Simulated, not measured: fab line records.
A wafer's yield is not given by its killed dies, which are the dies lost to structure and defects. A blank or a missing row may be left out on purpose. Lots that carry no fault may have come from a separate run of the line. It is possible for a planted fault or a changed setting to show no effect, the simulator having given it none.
Struck lot and sound lot, side by side || flow nand_harc || 24 out of 1302 route steps
Sound: these wafers, L855.2, L855.3, L855.6. Struck: wafers L847.1, L847.4, L847.6. The cause is named last.
Per side, at each step with rows, come the tool, then ch with its chambers, and then its first start. Under that, the readings that differ: sound wafers || struck wafers || difference of the means || sigmas: that difference in standard deviations of wafers without a fault.
alike: readings with means less than 2 such deviations apart, plus words and numbers identical on both sides. not compared: withheld readings, readings lacking a value on some wafer, bounds such as >300 that could conceal the same value, and numbers that have no deviation in the record and whose values overlap.
A row with sigmas, a row that says differs or no value, or rows on one side alone: a step with any of these is where the two part. Numbers that have no deviation but don't overlap get no sigmas and don't part them. A reading that every wafer of one side lacks parts them only if that side has two wafers or more.

NHARC_P_CONTACT_DEP_00: deposits SiO2, target thk 500 nm.
  sound: pecvd-03 ch 0,2; struck: pecvd-01 ch 0,1,2
  alike: chamber_pressure_Torr, heater_power_w, throttle_valve_pct
NHARC_P_CONTACT_CMP_01: polishes SiO2, target thk 200 nm.
  sound on cmp-03 ch 1,2,3, day 12 08:32; struck on cmp-03 ch 0,1,3, day 8 18:33
  alike: motor_current_A
then, 9 steps without rows for these wafers: NHARC_P_CONTACT_SRD_03; NHARC_P_CONTACT_DEHYDRATE_04 (time 120 s); NHARC_P_CONTACT_HMDS_05 (time 30 s); NHARC_P_CONTACT_COAT_33 (time 75 s); NHARC_P_CONTACT_COAT_34 (time 65 s); NHARC_P_CONTACT_COAT_06 (resist thk 90 nm); NHARC_P_CONTACT_SOFTBAKE_07 (time 55 s); NHARC_P_CONTACT_EBR_08; NHARC_P_CONTACT_EXPOSE_09 (exposes mask P CA, target cd 90 nm).
NHARC_P_CONTACT_PEB_10: peb time 65 s.
  sound on litho_track-01 ch 0, day 12 09:14; struck on litho_track-01 ch 0, day 8 19:14
{"reading": "heater_power_total_W (W)", "sound": "156.5 157.1 156.4", "struck": "158.3 157.8 158.5", "difference": "+1.5", "sigmas": "+4"}
{"reading": "plate_temp_C (C)", "sound": "100.01 99.88 99.99", "struck": "100.70 100.55 100.78", "difference": "+0.72", "sigmas": "+6"}
then, 1 step without rows for these wafers: NHARC_P_CONTACT_DEVELOP_11 (develop time 35 s).
NHARC_P_CONTACT_CD_MEAS_12 targets a cd of 90 nm.
  sound on cd_sem-01 ch 0, day 12 09:19; struck on cd_sem-01 ch 0, day 8 19:19
{"reading": "cd_nm (nm)", "sound": "90.1 90.7 90.2", "struck": "92.8 93.6 93.4", "difference": "+2.9", "sigmas": "+5"}
NHARC_P_CONTACT_OVL_MEAS_13:
  sound on overlay-01 at day 12 09:25; struck on overlay-02 at day 8 19:25
  alike: overlay_x_nm, overlay_y_nm
NHARC_P_CONTACT_INSPECT_14:
  sound on defect_inspect-01 at day 12 09:26; struck on defect_inspect-01 at day 8 19:27
  alike: raw_defect_count
NHARC_P_CONTACT_DESCUM_17: chemistry O2, time 3 s.
  sound on rie_diel-03 ch 1,2,3, day 12 09:30; struck on rie_diel-03 ch 0,1,3, day 8 19:31
{"reading": "model.P_CONTACT.cd_nm (nm)", "sound": "89.57 89.79 88.78", "struck": "91.92 93.38 93.27", "difference": "+3.48", "sigmas": ""}
  alike: drypump_motor_current_A, oes_product_au, rf_vpp_V, showerhead_plenum_p_Torr, throttle_valve_pct
  not compared: rf_hours_counter_h
NHARC_P_CONTACT_ETCH_35: etches the open film in CF4, target depth 39 nm, time 65 s.
  sound on rie_diel-03 ch 0,2,3, day 12 09:35; struck on rie_diel-03 ch 0,1, day 8 19:35
  alike: drypump_motor_current_A, oes_product_au, rf_vpp_V, showerhead_plenum_p_Torr, throttle_valve_pct
  not compared: rf_hours_counter_h
NHARC_P_CONTACT_ETCH_36: etches the open film in N2/H2, target depth 260 nm, time 406.25 s.
  sound: rie_diel-03 ch 2,3; struck: rie_diel-03 ch 1,2,3
  alike: drypump_motor_current_A, oes_product_au, rf_vpp_V, showerhead_plenum_p_Torr, throttle_valve_pct
  not compared: rf_hours_counter_h
NHARC_P_CONTACT_ETCH_18: etches the open film in C4F8/O2/Ar, target depth 481 nm, time 240.5 s.
  sound: rie_diel-03 ch 0,2,3; struck: rie_diel-03 ch 0,3
{"reading": "oes_product_au (a.u.)", "sound": "0.974 0.948 0.979", "struck": "0.928 0.907 0.913", "difference": -0.051, "sigmas": -3}
  alike: rf_vpp_V
  not compared: rf_hours_counter_h
then, 1 step without rows for these wafers: NHARC_P_CONTACT_STRIP_37 (strips in C4F8/O2/Ar).
NHARC_P_CONTACT_ETCH_31: etches the open film in CH3F/O2, target depth 30 nm, time 85.7 s.
  sound: rie_diel-03 ch 2,3; struck: rie_diel-03 ch 0,1
{"reading": "oes_product_au (a.u.)", "sound": "0.985 0.977 0.978", "struck": "0.945 0.944 0.944", "difference": -0.036, "sigmas": -3}
{"reading": "model.P_CONTACT.cd_nm (nm)", "sound": "88.33 86.67 88.15", "struck": "90.12 94.77 92.44", "difference": "+4.73", "sigmas": ""}
  alike: drypump_motor_current_A, rf_vpp_V, showerhead_plenum_p_Torr, throttle_valve_pct
  not compared: rf_hours_counter_h
NHARC_P_CONTACT_CD_MEAS_19:
  sound on cd_sem-03 at day 12 10:22; struck on cd_sem-02 at day 8 20:23
{"reading": "cd_nm (nm)", "sound": "88.6 86.5 88.1", "struck": "90.1 95.3 92.3", "difference": "+4.8", "sigmas": "+3"}
then, 1 step without rows for these wafers: NHARC_END_SORT_01.

== WHERE THEY PART ==
Last at NHARC_P_CONTACT_CD_MEAS_19 as far as this record goes, first at NHARC_P_CONTACT_PEB_10.

WHY: what had been put in by the simulator
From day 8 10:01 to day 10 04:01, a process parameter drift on litho_track-01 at NHARC_P_CONTACT_PEB_10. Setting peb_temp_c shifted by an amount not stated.
